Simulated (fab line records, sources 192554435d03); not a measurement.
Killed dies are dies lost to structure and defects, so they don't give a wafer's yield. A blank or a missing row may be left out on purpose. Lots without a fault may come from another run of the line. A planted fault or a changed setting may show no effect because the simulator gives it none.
fab line records | flow n5_finfet
record lots=7 wafers=18 last_day=16
route steps=1938 shown BEOL_M12@1631
lots that met no fault: from a run of the same line without faults
start_h: hours from the record's first day to the start of the lot's first wafer shown | wait_h: hours since the lot's step before | " the same as in the row above | L1.1+2: a row that stands for several wafers | - no value, or no start given | * or withheld: withheld | < > ~ a bound
route shown NAME@n: a module of which the file shows steps, and the number in the route of the first | usual: mean/standard deviation of fault-free wafers | same: alike in all rows | chamber/n: place in a boat | sites: the reading at each site | _std_site: their standard deviation | _edge_site: outer sites' mean less inner sites' | radius_mm: how far each site lies from the wafer's centre | mask NAME#n: copy n | behind: the tool/chamber that last shaped the wafer | hold: why the lot was held/for how many hours/how that ended | device: the transistor (n, p or np) that didn't switch | end of line: the same wafers' tests at the end of the route | a step without rows: its recipe alone | killed: dies lost to structure and defects at the first sort, not the wafer's yield | map: a wafer's dies, x killed, . not, _ none there
set.NAME: the setting as run; set.NAME@STEP: as run at that earlier step | model.NAME: the simulator's own value behind a step, which no gauge read
lots at some steps of the route; a table a step, a row a wafer
services: from which hour (start_h, from the record's first day; less than 0 if before it) a tool's chamber was out of use, for how many hours, and why
## steps
# step N5_BEOL_M12_HARDBAKE_32
# recipe temp_c=130 time_s=120
# step N5_BEOL_M12_CD_MEAS_28
# recipe target_cd_nm=160.2 landing_energy_ev=500 detector=se_inlens polarity=opening
# usual cd_nm=160.5/1.3
# columns lot.wafer tool chamber start_h wait_h cd_nm
L187.1 cd_sem-01 0 237.86 - 158.5
L187.2 " 0 " " 157.8
L187.3 " 0 " " 160.3
L189.1 cd_sem-02 0 266.11 - 161.2
L189.4 " 0 " " 161.9
L189.6 " 0 " " 160.7
L192.1 cd_sem-03 0 271.47 - 160.5
L192.4 " 0 " " 161.1
L193.3 cd_sem-01 0 285.31 - 160.0
L193.4 " 0 " " 160.2
L197.1 cd_sem-03 0 305.20 - 163.1
L197.3 " 0 " " 163.7
L202.1 cd_sem-01 0 337.33 - 160.2
L202.3 " 0 " " 159.4
L202.6 " 0 " " 157.9
L204.4 cd_sem-02 0 353.14 - 162.0
L204.5 " 0 " " 161.1
L204.6 " 0 " " 160.3
# step N5_BEOL_M12_OVL_MEAS_29
# recipe points_per_wafer=44
# usual M12_OVL=-4/4.9
# columns lot.wafer tool chamber start_h wait_h M12_OVL[nm]
L187.1 overlay-01 0 237.89 0.0 0
L187.2 " 0 " " -14
L187.3 " 0 " " -3
L189.1 overlay-02 0 266.14 0.0 0
L189.4 " 0 " " -6
L189.6 " 0 " " 1
L192.1 overlay-02 0 271.50 0.0 -10
L192.4 " 0 " " -5
L193.3 overlay-02 0 285.34 0.0 -12
L193.4 " 0 " " -8
L197.1 overlay-02 0 305.23 0.0 -3
L197.3 " 0 " " -5
L202.1 overlay-02 0 337.36 0.0 -1
L202.3 " 0 " " -1
L202.6 " 0 " " 0
L204.4 overlay-02 0 353.17 0.0 0
L204.5 " 0 " " -1
L204.6 " 0 " " -1
# step N5_BEOL_M12_INSPECT_30
# recipe mode=adi inspect_instrument=macro
# usual raw_defect_count=2.2/1.4
# columns lot.wafer tool chamber start_h wait_h raw_defect_count
L187.1 defect_inspect-01 - 237.92 0.0 1
L187.2 " - " " 2
L187.3 " - " " 3
L189.1 defect_inspect-01 - 266.16 0.0 2
L189.4 " - " " 0
L189.6 " - " " 3
L192.1 defect_inspect-02 - 271.52 0.0 2
L192.4 " - " " 2
L193.3 defect_inspect-01 - 285.36 0.0 1
L193.4 " - " " 2
L197.1 defect_inspect-01 - 305.26 0.0 2
L197.3 " - " " 3
L202.1 defect_inspect-02 - 337.38 0.0 1
L202.3 " - " " 1
L202.6 " - " " 3
L204.4 defect_inspect-01 - 353.20 0.0 4
L204.5 " - " " 1
L204.6 " - " " 3
# step N5_BEOL_M12_DESCUM_33
# recipe chemistry=O2 time_s=7.9 source_power_w=50 bias_power_w=20 pressure_mtorr=20 rf_frequency_hz=2.712e+07 temp_c=40 o2_flow_sccm=225
# usual drypump_motor_current_A=5.7/0.48 oes_product_au=0.81/0.07 rf_vpp_V=243.3/1.4 showerhead_plenum_p_Torr=2.11/0.079 throttle_valve_pct=20.37/0.23
# columns lot.wafer tool chamber start_h wait_h drypump_motor_current_A oes_product_au rf_hours_counter_h rf_vpp_V showerhead_plenum_p_Torr throttle_valve_pct
L187.1 rie_diel-02 2 237.95 0.0 5.6 0.88 64 245.0 2.21 20.50
L187.2 " 1 " " 5.9 0.70 214 241.3 1.98 20.47
L187.3 " 0 " " 6.8 1.00 0 244.4 2.24 19.90
L189.1 rie_diel-02 0 266.46 0.3 6.8 0.93 12 245.4 2.23 19.91
L189.4 " 1 " " 5.9 0.68 225 243.3 1.98 20.49
L189.6 " 2 " " 5.6 0.86 - 244.6 2.21 20.52
L192.1 rie_diel-04 2 271.68 0.2 6.0 0.85 76 245.4 2.11 20.07
L192.4 " 2 " " 6.0 0.86 - 243.6 2.11 20.07
L193.3 rie_diel-05 2 285.52 0.2 5.9 0.87 36 242.5 2.05 20.24
L193.4 " 3 " " 5.6 0.82 69 241.9 2.03 20.63
L197.1 rie_diel-05 3 305.56 0.3 5.7 0.81 78 243.8 2.02 20.64
L197.3 " 0 " " 5.7 0.73 174 243.4 2.16 20.50
L202.1 rie_diel-05 3 337.70 0.3 5.7 0.80 88 241.6 2.02 20.65
L202.3 " 0 " " 5.7 0.73 184 245.0 2.16 20.52
L202.6 " 0 " " 5.7 0.73 - 244.0 2.16 20.52
L204.4 rie_diel-02 3 353.49 0.3 5.3 0.76 - 243.2 2.10 20.47
L204.5 " 2 " " 5.6 0.82 - 246.3 2.19 20.56
L204.6 " 0 " " 6.8 0.86 - 244.7 2.22 19.99
# step N5_BEOL_M12_ETCH_67
# recipe chemistry=CF4 target=SiARC target_depth_a=1430 time_s=238.3 ion_energy_ev=80 pressure_mtorr=40 source_w=545 bias_w=36 Ar_flow_sccm=100 cf4_flow_sccm=100 ends=cleared
# usual cf4_flow_sccm=99.98/0.27 drypump_motor_current_A=5.7/0.48 etch_rf_on_time_s=237/4.6 oes_product_au=0.69/0.058 rf_vpp_V=184.3/1.4 showerhead_plenum_p_Torr=2.15/0.077 throttle_valve_pct=15.54/0.24
# columns lot.wafer tool chamber start_h wait_h cf4_flow_sccm drypump_motor_current_A etch_rf_on_time_s oes_product_au rf_hours_counter_h rf_vpp_V showerhead_plenum_p_Torr throttle_valve_pct
L187.1 rie_diel-02 2 237.99 0.0 100.35 5.6 233 0.75 64 186.0 2.26 15.66
L187.2 " 1 " " 100.44 5.9 236 0.61 214 181.2 2.04 15.76
L187.3 " 0 " " 100.39 6.8 239 0.85 0 187.7 2.28 15.04
L189.1 rie_diel-02 0 266.49 0.0 100.59 6.8 238 0.79 12 185.7 2.28 15.07
L189.4 " 1 " " 99.91 6.0 235 0.60 225 182.7 2.04 15.79
L189.6 " 2 " " 100.20 5.6 233 0.74 - 187.1 2.25 15.69
L192.1 rie_diel-04 2 271.71 0.0 100.10 6.0 229 0.72 76 184.5 2.16 15.25
L192.4 " 2 " " 99.99 6.0 227 0.73 - 184.9 2.16 15.25
L193.3 rie_diel-05 2 285.55 0.0 100.26 5.8 241 0.74 36 183.3 2.10 15.35
L193.4 " 3 " " 99.51 5.6 238 0.71 69 183.9 2.08 15.82
L197.1 rie_diel-05 3 305.59 0.0 100.05 5.6 238 0.69 78 183.3 2.08 15.83
L197.3 " 0 " " 100.00 5.7 245 0.63 174 185.7 2.21 15.74
L202.1 rie_diel-05 3 337.73 0.0 99.98 5.7 239 0.69 88 183.5 2.08 15.84
L202.3 " 0 " " 100.29 5.7 248 0.62 184 184.7 2.21 15.76
L202.6 " 0 " " 100.43 5.7 246 0.63 - 186.0 2.21 15.75
L204.4 rie_diel-02 3 353.58 0.1 99.91 5.3 237 0.65 - 184.6 2.15 15.62
L204.5 " 2 " " 99.68 5.6 232 0.70 - 184.7 2.24 15.76
L204.6 " 0 " " 100.20 6.8 240 0.73 - 186.0 2.26 15.14
# step N5_BEOL_M12_ETCH_68
# recipe chemistry=N2/H2 target=SOC mask_material=SiARC source_w=3000 bias_w=350 temp_c=40 time_s=285 ion_energy_ev=200 pressure_mtorr=30 n2_flow_sccm=200 h2_flow_sccm=200
# usual drypump_motor_current_A=5.7/0.48 oes_product_au=0.81/0.069 rf_vpp_V=524.4/2.9 showerhead_plenum_p_Torr=2.56/0.097 throttle_valve_pct=17.71/0.26
# columns lot.wafer tool chamber start_h wait_h drypump_motor_current_A oes_product_au rf_hours_counter_h rf_vpp_V showerhead_plenum_p_Torr throttle_valve_pct
L187.1 rie_diel-02 2 238.13 0.1 5.6 0.87 64 526.9 2.68 17.84
L187.2 " 1 " " 5.9 0.70 214 519.6 2.40 17.74
L187.3 " 0 " " 6.8 1.00 0 528.9 2.72 17.10
L189.1 rie_diel-02 0 266.64 0.1 6.8 0.93 12 529.1 2.71 17.12
L189.4 " 1 " " 5.9 0.69 225 520.6 2.40 17.79
L189.6 " 2 " " 5.6 0.86 - 528.5 2.68 17.83
L192.1 rie_diel-04 2 271.86 0.1 6.0 0.84 77 524.6 2.57 17.43
L192.4 " 2 " " 6.0 0.84 - 523.9 2.57 17.43
L193.3 rie_diel-05 2 285.70 0.1 5.9 0.87 37 521.6 2.49 17.52
L193.4 " 3 " " 5.7 0.83 69 522.4 2.48 18.06
L197.1 rie_diel-05 3 305.74 0.1 5.7 0.80 78 521.8 2.47 18.08
L197.3 " 0 " " 5.7 0.74 174 527.0 2.64 17.85
L202.1 rie_diel-05 3 337.88 0.1 5.7 0.80 88 522.2 2.47 18.09
L202.3 " 0 " " 5.7 0.73 185 529.4 2.63 17.88
L202.6 " 0 " " 5.7 0.73 - 526.2 2.63 17.87
L204.4 rie_diel-02 3 353.74 0.1 5.3 0.76 - 524.0 2.55 17.89
L204.5 " 2 " " 5.6 0.83 - 528.5 2.67 17.89
L204.6 " 0 " " 6.8 0.86 - 527.3 2.70 17.18
# step N5_BEOL_M12_STRIP_69
# recipe chemistry=N2/H2 temp_c=40 n2_flow_sccm=200 h2_flow_sccm=200 rf_frequency_hz=6e+07
# step N5_BEOL_M12_TRENCH_ETCH_34
# recipe chemistry=C4F8/O2/Ar target=SiOC target_depth_a=3189.5 mask_material=SOC pressure_mtorr=30 source_w=3000 bias_w=700 Ar_flow_sccm=400 C4F8_flow_sccm=15 O2_flow_sccm=8 he_inner_torr=15 he_outer_torr=30 time_s=125.5 ion_energy_ev=250
# usual drypump_motor_current_A=5.7/0.48 oes_product_au=0.80/0.068 rf_vpp_V=666/3.4 showerhead_plenum_p_Torr=3.43/0.12 throttle_valve_pct=24.11/0.26
# columns lot.wafer tool chamber start_h wait_h drypump_motor_current_A oes_product_au rf_hours_counter_h rf_vpp_V showerhead_plenum_p_Torr throttle_valve_pct
L187.1 rie_diel-02 2 238.32 0.0 5.6 0.86 64 671 3.60 24.34
L187.2 " 1 " " 5.9 0.69 214 659 3.26 24.29
L187.3 " 0 " " 6.8 0.97 0 672 3.63 23.59
L189.1 rie_diel-02 0 266.82 0.0 6.8 0.93 12 673 3.62 23.61
L189.4 " 1 " " 5.9 0.69 225 660 3.26 24.31
L189.6 " 2 " " 5.6 0.85 - 670 3.60 24.35
L192.1 rie_diel-04 2 272.04 0.0 6.0 0.84 77 667 3.44 23.81
L192.4 " 2 " " 6.0 0.85 - 668 3.44 23.81
L193.3 rie_diel-05 2 285.88 0.0 5.8 0.86 37 665 3.35 23.99
L193.4 " 3 " " 5.6 0.81 69 664 3.32 24.42
L197.1 rie_diel-05 3 305.92 0.0 5.7 0.81 78 662 3.31 24.42
L197.3 " 0 " " 5.7 0.75 174 667 3.54 24.36
L202.1 rie_diel-05 3 338.06 0.0 5.6 0.80 88 662 3.31 24.44
L202.3 " 0 " " 5.7 0.74 185 669 3.54 24.37
L202.6 " 0 " " 5.7 0.73 - 669 3.54 24.35
L204.4 rie_diel-02 3 353.89 0.1 5.3 0.76 - 666 3.43 24.23
L204.5 " 2 " " 5.6 0.82 - 668 3.58 24.42
L204.6 " 0 " " 6.8 0.86 - 671 3.60 23.66
# step N5_BEOL_M12_STRIP_70
# recipe chemistry=C4F8/O2/Ar resist=SiARC rf_frequency_hz=6e+07
# step N5_BEOL_M12_OCD_MEAS_35
# usual trench_depth_nm=319/5
# columns lot.wafer tool chamber start_h wait_h trench_depth_nm
L187.1 ocd-01 - 238.47 0.0 316
L187.2 " - " " 313
L187.3 " - " " 312
L189.1 ocd-02 - 266.97 0.0 320
L189.4 " - " " 314
L189.6 " - " " 317
L192.1 ocd-02 - 272.19 0.0 322
L192.4 " - " " 327
L193.3 ocd-02 - 286.04 0.0 314
L193.4 " - " " 315
L197.1 ocd-01 - 306.07 0.0 316
L197.3 " - " " 314
L202.1 ocd-02 - 338.21 0.0 316
L202.3 " - " " 312
L202.6 " - " " 308
L204.4 ocd-02 - 354.00 0.0 321
L204.5 " - " " 321
L204.6 " - " " 322
# step N5_BEOL_M12_STRIP_37
# recipe chemistry=N2/H2 power_w=1000 temp_c=250 h2_frac=0.65 overash_fraction=0.3 pressure_mtorr=withheld n2_flow_sccm=1750 h2_flow_sccm=3250
# usual drypump_motor_current_A=5.6/0.57 heater_power_w=327/34 oes_product_au=0.789/0.011
# columns lot.wafer tool chamber start_h wait_h drypump_motor_current_A heater_power_w oes_product_au rf_hours_counter_h
L187.1 plasma_asher-02 1 238.51 0.0 6.5 367 0.805 117
L187.2 " 0 " " 6.0 262 0.795 117
L187.3 " 1 " " 6.5 373 0.794 -
L189.1 plasma_asher-01 1 267.01 0.0 5.9 314 0.778 77
L189.4 " 0 " " 4.9 341 0.802 -
L189.6 " 0 " " 4.9 349 0.793 -
L192.1 plasma_asher-01 0 272.23 0.0 4.9 354 0.797 78
L192.4 " 0 " " 4.9 360 0.790 -
L193.3 plasma_asher-01 1 286.10 0.1 5.9 311 0.797 -
L193.4 " 0 " " 4.9 355 0.774 -
L197.1 plasma_asher-02 0 306.11 0.0 5.9 270 0.789 130
L197.3 " 0 " " 6.0 262 0.781 -
L202.1 plasma_asher-02 0 338.25 0.0 5.9 270 0.796 137
L202.3 " 1 " " 6.5 368 0.788 -
L202.6 " 1 " " 6.5 362 0.815 -
L204.4 plasma_asher-01 0 354.05 0.1 4.9 344 0.786 -
L204.5 " 1 " " 5.9 310 0.782 -
L204.6 " 0 " " 4.9 354 0.804 -
# step N5_BEOL_M12_ETCH_38
# recipe chemistry=CF4/N2 target=SiCN target_depth_a=687 taper_deg=2 time_s=73.4 ion_energy_ev=150 mask_material=SiO2 pressure_mtorr=40 source_w=430 bias_w=70 Ar_flow_sccm=100 cf4_flow_sccm=60 n2_flow_sccm=60
# usual cf4_flow_sccm=59.99/0.16 drypump_motor_current_A=5.7/0.48 oes_product_au=0.82/0.071 rf_vpp_V=382.9/2.2 showerhead_plenum_p_Torr=2.23/0.081 throttle_valve_pct=15.35/0.24
# columns lot.wafer tool chamber start_h wait_h cf4_flow_sccm drypump_motor_current_A oes_product_au rf_hours_counter_h rf_vpp_V showerhead_plenum_p_Torr throttle_valve_pct model.etch.depth_nm
L187.1 rie_diel-02 3 242.09 - 60.06 5.3 0.80 97 383.6 2.23 15.36 59.89
L187.2 " 2 " " 59.70 5.6 0.88 66 387.6 2.32 15.49 60.89
L187.3 " 0 " " 59.82 6.8 0.98 2 385.0 2.35 14.86 59.23
L189.1 rie_diel-05 2 267.40 - 59.90 5.9 0.87 31 379.8 2.16 15.16 57.95
L189.4 " 0 " " 59.84 5.7 0.74 158 383.8 2.29 15.56 56.42
L189.6 " 1 " " 59.97 5.9 0.78 - 381.7 2.22 15.06 57.45
L192.1 rie_diel-05 1 275.33 - 60.00 5.9 0.78 102 383.1 2.22 15.05 54.57
L192.4 " 0 " " 59.99 5.7 0.74 162 385.2 2.29 15.58 53.77
L193.3 rie_diel-05 2 286.25 - 59.72 5.9 0.87 37 381.8 2.16 15.18 58.13
L193.4 " 1 " " 60.22 5.9 0.78 106 382.3 2.22 15.08 54.81
L197.1 rie_diel-05 3 310.93 - 59.99 5.7 0.81 79 379.8 2.14 15.66 56
L197.3 " 1 " " 59.87 5.9 0.78 114 383.2 2.22 15.11 58.5
L202.1 rie_diel-02 0 338.40 - 60.16 6.8 0.87 38 385.8 2.34 14.95 59.36
L202.3 " 2 " " 59.90 5.6 0.84 100 385.1 2.31 15.57 60.18
L202.6 " 2 " " 59.83 5.6 0.84 - 385.3 2.31 15.57 60.62
L204.4 rie_diel-04 2 354.11 - 59.95 6.0 0.80 108 383.7 2.21 15.16 59.86
L204.5 " 1 " " 59.88 5.8 0.76 - 380.1 2.12 15.59 58.35
L204.6 " 0 " " 60.04 5.0 0.90 - 384.6 2.34 15.15 59.29
# step N5_BEOL_M12_PRECLEAN_39
# recipe chemistry=residue_remover time_s=60 temp_c=40
## services
# columns tool chamber start_h hours kind
rie_diel-02 0 215.95 - clean
rie_diel-02 0 215.95 - consumable_replace:focus_ring
rie_diel-02 0 215.95 - consumable_replace:showerhead
rie_diel-02 0 215.95 21.3 scheduled_down
rie_diel-02 0 215.95 21.3 vent_cycle
rie_diel-04 0 233.87 4.2 repair
rie_diel-04 2 248.81 4.0 repair
rie_diel-04 0 271.54 - clean
rie_diel-04 0 271.54 - consumable_replace:focus_ring
rie_diel-04 0 271.54 - consumable_replace:showerhead
rie_diel-04 0 271.54 20.0 scheduled_down
rie_diel-04 0 271.54 20.0 vent_cycle
rie_diel-04 1 302.10 15.4 repair
rie_diel-02 1 334.44 8.8 repair
rie_diel-02 1 343.50 - clean
rie_diel-02 1 343.50 - consumable_replace:focus_ring
rie_diel-02 1 343.50 - consumable_replace:showerhead
rie_diel-02 1 343.50 16.8 scheduled_down
rie_diel-02 1 343.50 16.8 vent_cycle
## key
first_sign none at tools or gauges
model_effect step=N5_BEOL_M12_ETCH_38 value=etch.depth_nm without=57.94 struck=54.79
met_at N5_BEOL_M12_ETCH_38
struck_wafers L192.1,L192.4,L193.4,L197.1
onset_between 267.40 275.33
fault kind=process_parameter_drift tool=rie_diel-05 chamber=- onset_h=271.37 steps=N5_BEOL_M12_ETCH_38 channel=time_s offset=* shape=step end_h=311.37 scope=struck_wafers_only acts_in=* stated=*
